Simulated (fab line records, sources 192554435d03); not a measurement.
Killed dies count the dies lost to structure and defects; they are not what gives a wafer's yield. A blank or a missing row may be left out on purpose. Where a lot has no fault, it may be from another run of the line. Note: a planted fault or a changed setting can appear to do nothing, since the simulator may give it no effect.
Which tool was responsible? | flow n5Finfet | 11 lots, 31 wafers sampled, at 3 steps of a route of 1938

== WHAT EACH GAUGE READ, for each wafer ==
N5_BEOL_M9_INSPECT_13: inspects for defects (brightfield).
lot  | measured     | on               | rawDefectCount
L646 | day 11 04:49 | defectInspect-01 | 445 352 405
L648 | day 11 08:06 | defectInspect-01 | 435 360 502
L650 | day 12 00:40 | defectInspect-02 | 430 311 410
L652 | day 12 13:20 | defectInspect-02 | 277 478
L651 | day 12 17:26 | defectInspect-02 | 446 389 437
L653 | day 12 19:53 | defectInspect-02 | 517 374 511
L655 | day 13 03:30 | defectInspect-02 | 483 438 381
L657 | day 14 03:55 | defectInspect-02 | 518 371
L660 | day 14 19:42 | defectInspect-01 | 267 344 337
L664 | day 14 22:16 | defectInspect-01 | 304 363 380
L665 | day 16 00:35 | defectInspect-02 | 390 542 483

== WHAT TOOL EACH LOT RAN ON (gives the tool, then ch and the chambers of the sampled wafers, and finally the start) ==
lot  | N5_BEOL_M8_CMP_52             | N5_BEOL_M9_EXPOSE_08
L646 | cmp-01 ch 1,2, day 11 01:05   | arfiScanner-03 ch 0, day 11 04:39
L648 | cmp-03 ch 0,1, day 11 05:13   | arfiScanner-03 ch 0, day 11 07:55
L650 | cmp-04 ch 0,2,3, day 11 21:09 | arfiScanner-02 ch 0, day 12 00:29
L652 | cmp-01 ch 0,1, day 12 10:58   | arfiScanner-02 ch 0, day 12 13:10
L651 | cmp-01 ch 1,2, day 12 14:16   | arfiScanner-01 ch 0, day 12 17:16
L653 | cmp-03 ch 0,2, day 12 16:05   | arfiScanner-02 ch 0, day 12 19:43
L655 | cmp-04 ch 0,1,3, day 13 01:07 | arfiScanner-02 ch 0, day 13 03:19
L657 | cmp-01 ch 0,2, day 14 01:29   | arfiScanner-01 ch 0, day 14 03:44
L660 | cmp-01 ch 0,1, day 14 17:25   | arfiScanner-02 ch 0, day 14 19:32
L664 | cmp-01 ch 0,3, day 14 19:20   | arfiScanner-01 ch 0, day 14 22:06
L665 | cmp-04 ch 1,2, day 15 21:10   | arfiScanner-01 ch 0, day 16 00:24
- N5_BEOL_M8_CMP_52: polishes, stops on SiCOH lowk, t overpolish 6.9 s, target thk 80 nm.
- N5_BEOL_M9_EXPOSE_08: exposes mask M9.

== AS READ BY THE TOOLS THEMSELVES (means over the sampled wafers that have a number; for cases with no such wafer, the mark the record gives instead) ==
N5_BEOL_M8_CMP_52.
lot  | tool   | barrierFieldEndpointS (s) | edgeZonePressureFrac | motorCurrentA (A) | overpolishRunS (s) | slurryFilterDpKPa (kPa) | timeToEndpointS (s)
L646 | cmp-01 | 29.1                      | 1.001                | 6.1               | 6.895              | 13.49                   | 60.2
L648 | cmp-03 | 28.7                      | 1.000                | 5.8               | 6.903              | 13.47                   | 60.9
L650 | cmp-04 | 28.4                      | 0.999                | 6.2               | 6.898              | 13.55                   | 62.2
L652 | cmp-01 | 29.7                      | 1.004                | 6.8               | 6.897              | 13.59                   | 61.8
L651 | cmp-01 | 28.5                      | 1.002                | 5.8               | 6.906              | 13.48                   | 61.5
L653 | cmp-03 | 28.7                      | 0.997                | 6.7               | 6.902              | 13.50                   | 63.1
L655 | cmp-04 | 29.5                      | 1.003                | 6.1               | 6.900              | 13.55                   | 64.7
L657 | cmp-01 | 28.4                      | 1.001                | 6.3               | 6.901              | 13.66                   | 60.6
L660 | cmp-01 | 28.6                      | 0.998                | 6.4               | 6.903              | 13.50                   | 61.5
L664 | cmp-01 | 28.4                      | 1.000                | 6.7               | 6.903              | 13.36                   | 61.8
L665 | cmp-04 | 28.8                      | 0.996                | 5.9               | 6.899              | 13.43                   | 60.4

N5_BEOL_M9_EXPOSE_08.
lot  | tool           | exposureDoseMJCm2 | stageVelMmS (mm/s)
L646 | arfiScanner-03 | 53.70             | 500.16
L648 | arfiScanner-03 | 53.68             | 499.71
L650 | arfiScanner-02 | 53.82             | 499.87
L652 | arfiScanner-02 | 53.70             | 500.25
L651 | arfiScanner-01 | 53.69             | 500.02
L653 | arfiScanner-02 | 53.70             | 500.26
L655 | arfiScanner-02 | 52.28             | 500.26
L657 | arfiScanner-01 | 53.70             | 499.87
L660 | arfiScanner-02 | 52.50             | 500.05
L664 | arfiScanner-01 | 53.65             | 499.77
L665 | arfiScanner-01 | 53.69             | 499.83

== THE ANSWER, worked out from the rows above alone ==
Rule: the usual values come from the lots themselves. The widest of any qualifying gaps counts: lots, ordered by their means at a reading, are off when they make up no more than a third of the lots, leave a main group of 4 or more, and stand apart from it by 3 or more times the standard deviation of that group's means. Not used: any main group whose means are identical at the precision the tables above print for the reading. Also off: a lot with no number at a reading for which 4 or more lots have one. The other lots that the step has rows for count as sound. Order of review: gauges by route order, followed by the tools' own readings, for which a lot's mean as printed above is used. The first step at which some lot is off is used, and at that step the reading that is off furthest; a lot without a number counts as furthest.
Off, at N5_BEOL_M9_EXPOSE_08 on exposureDoseMJCm2: L655, L660. Mean 53.70 and standard deviation 0.044 in the main group.
A tool fits if, at that step or a process step before it, it ran every lot that is off, and no sound lot after the first of them. One candidate fits, namely arfiScanner-02 at N5_BEOL_M9_EXPOSE_08. A fault onset in the window from L653 (day 12 19:43, its last sound lot) to L655 (day 13 03:19, its first lot off) fits.
The tool's own readings at N5_BEOL_M9_EXPOSE_08 bear it out: on the lots that are off they differ by more than 5 times the standard deviation of the sound lots' means. exposureDoseMJCm2 reads 52.39 there against 53.70 on the sound lots.

== WHAT THE SIMULATOR HAD INSERTED ==
Drift in process parameters on arfiScanner-02 at N5_BEOL_M9_EXPOSE_08, starting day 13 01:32. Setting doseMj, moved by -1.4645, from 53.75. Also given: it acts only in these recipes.
Struck lots among those shown: L655, L660. This agrees with what the rule above found.
